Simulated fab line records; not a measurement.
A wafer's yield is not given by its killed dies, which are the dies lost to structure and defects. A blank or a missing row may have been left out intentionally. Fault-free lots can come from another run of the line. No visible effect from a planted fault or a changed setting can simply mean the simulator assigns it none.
A struck lot beside a sound one | flow n5 finfet | 16 out of 1938 route steps
Sound: the wafers L528.2, L528.4, L528.6. Struck: wafer L526.6 (left out: L526.5, a lot-mate that was not struck); the cause follows at the end.
Per side, at each step with rows, come the tool, then ch with its chambers, and then its first start. Under that, the readings that differ: sound wafers | struck wafers | difference of the means | sigmas: that difference in standard deviations of wafers without a fault.
alike: readings whose means differ by less than 2 such deviations, and words and numbers that are the same on both sides. not compared: withheld readings, readings that some wafer has no value for, bounds like >300 that may hide the same value, and numbers for which the record gives no deviation and whose values overlap.
A row with sigmas, a row that says differs or no value, or rows on one side alone: a step with any of these is where the two part. When numbers do not overlap yet have no deviation, they are printed without sigmas and do not part them. A reading missing from all wafers of one side parts the sides only when that side holds two or more wafers.

first, 8 steps without rows for these wafers: N5_BEOL_M0_SAQP_COAT_72 (time 60 s, resist thk 15 nm); N5_BEOL_M0_SAQP_COAT_87 (time 60 s, resist thk 5 nm); N5_BEOL_M0_SAQP_COAT_34 (resist thk 30 nm); N5_BEOL_M0_SAQP_EBR_36; N5_BEOL_M0_SAQP_SOFTBAKE_35 (time 60 s); N5_BEOL_M0_SAQP_EXPOSE_37 (exposes mask M0 CUT1, target cd 30 nm); N5_BEOL_M0_SAQP_PEB_38 (peb time 60 s); N5_BEOL_M0_SAQP_DEVELOP_39 (develop time 30 s).
N5_BEOL_M0_SAQP_CD_MEAS_40 targets a cd of 30 nm.
  sound on cd sem-01 ch 0, day 9 07:02; struck on cd sem-03 ch 0, day 8 17:39
  reading    | sound             | struck | difference | sigmas
  cd nm (nm) | 30.50 30.30 30.55 | 29.82  | -0.63      | -3
N5_BEOL_M0_SAQP_OVL_MEAS_41:
  sound on overlay-01 ch 0, day 9 07:04; struck on overlay-01 ch 0, day 8 17:42
  reading          | sound       | struck | difference | sigmas
  M0_CUT1_OVL (nm) | 0.8 0.9 1.3 | -0.9   | -1.9       | -3
N5_BEOL_M0_SAQP_INSPECT_42: inspects for defects (brightfield).
  struck on defect inspect-01, day 8 17:44; sound on defect inspect-02, day 9 07:07
  alike: raw defect count
N5_BEOL_M0_SAQP_DESCUM_45: chemistry O2, time 7 s.
  sound on rie diel-05 ch 0,1,2, day 9 07:10; struck on rie diel-03 ch 3, day 8 17:47
  alike: drypump motor current A, oes product au, rf vpp V, showerhead plenum p Torr, throttle valve pct
  not compared: rf hours counter h
N5_BEOL_M0_SAQP_ETCH_88: etches underlayer in N2/H2, target depth 6.5 nm, time 5.2 s.
  sound on rie diel-05 ch 0,1,2, day 9 07:12; struck on rie diel-03 ch 3, day 8 17:49
  reading               | sound          | struck | difference | sigmas
  etch rf on time s (s) | 5.17 5.21 5.18 | 3.82   | -1.37      | -14
  alike: drypump motor current A, oes product au, rf vpp V, showerhead plenum p Torr, throttle valve pct
  not compared: rf hours counter h
N5_BEOL_M0_SAQP_ETCH_73: etches SiARC in CF4, target depth 19.5 nm, time 32.5 s.
  sound on rie diel-05 ch 0,1,2, day 9 07:13; struck on rie diel-03 ch 3, day 8 17:50
  alike: drypump motor current A, etch rf on time s, oes product au, rf vpp V, showerhead plenum p Torr, throttle valve pct
  not compared: rf hours counter h
-- record jumps: 3 days separate the struck wafers' starts on either side; left off in module BEOL_M0_SAQP, taken up again in module BEOL_M4, whose first shown step is the route's number 1111 --
N5_BEOL_M4_RC_MEAS_101:
  sound on prober-02 ch 0, day 11 21:48; struck on prober-01 ch 0, day 11 20:13
  alike: DIBL_N, DIBL_P, IOFF_N, IOFF_P, ION_N, ION_P, SS_N, SS_P, VT_N, VT_P
-- here the record skips 4 days between the struck wafers' starts before and after, leaving off in module BEOL_M4 and picking up in module PASSIVATION (first step shown: number 1936 of the route) --
N5_PASSIVATION_PROBE_49:
  struck on prober-01, day 16 05:01; sound on prober-02, day 16 13:08
  reading         | sound    | struck | difference | sigmas
  killed_at_M4_up | 16 13 13 | 31     | +17        | +3
  alike: defect limited yield, killed_at_M0_to_M3, killed at contacts, killed at front end, killed at other, killed dies, killed on rim, killed open, killed short, sort_bin_5_function, sort_bin_6_memory, sort n pass, sort yield pct

## WHERE THEY PART
At N5_BEOL_M0_SAQP_CD_MEAS_40 first; at N5_PASSIVATION_PROBE_49 last (within this record only).

WHY: the cause the simulator had injected
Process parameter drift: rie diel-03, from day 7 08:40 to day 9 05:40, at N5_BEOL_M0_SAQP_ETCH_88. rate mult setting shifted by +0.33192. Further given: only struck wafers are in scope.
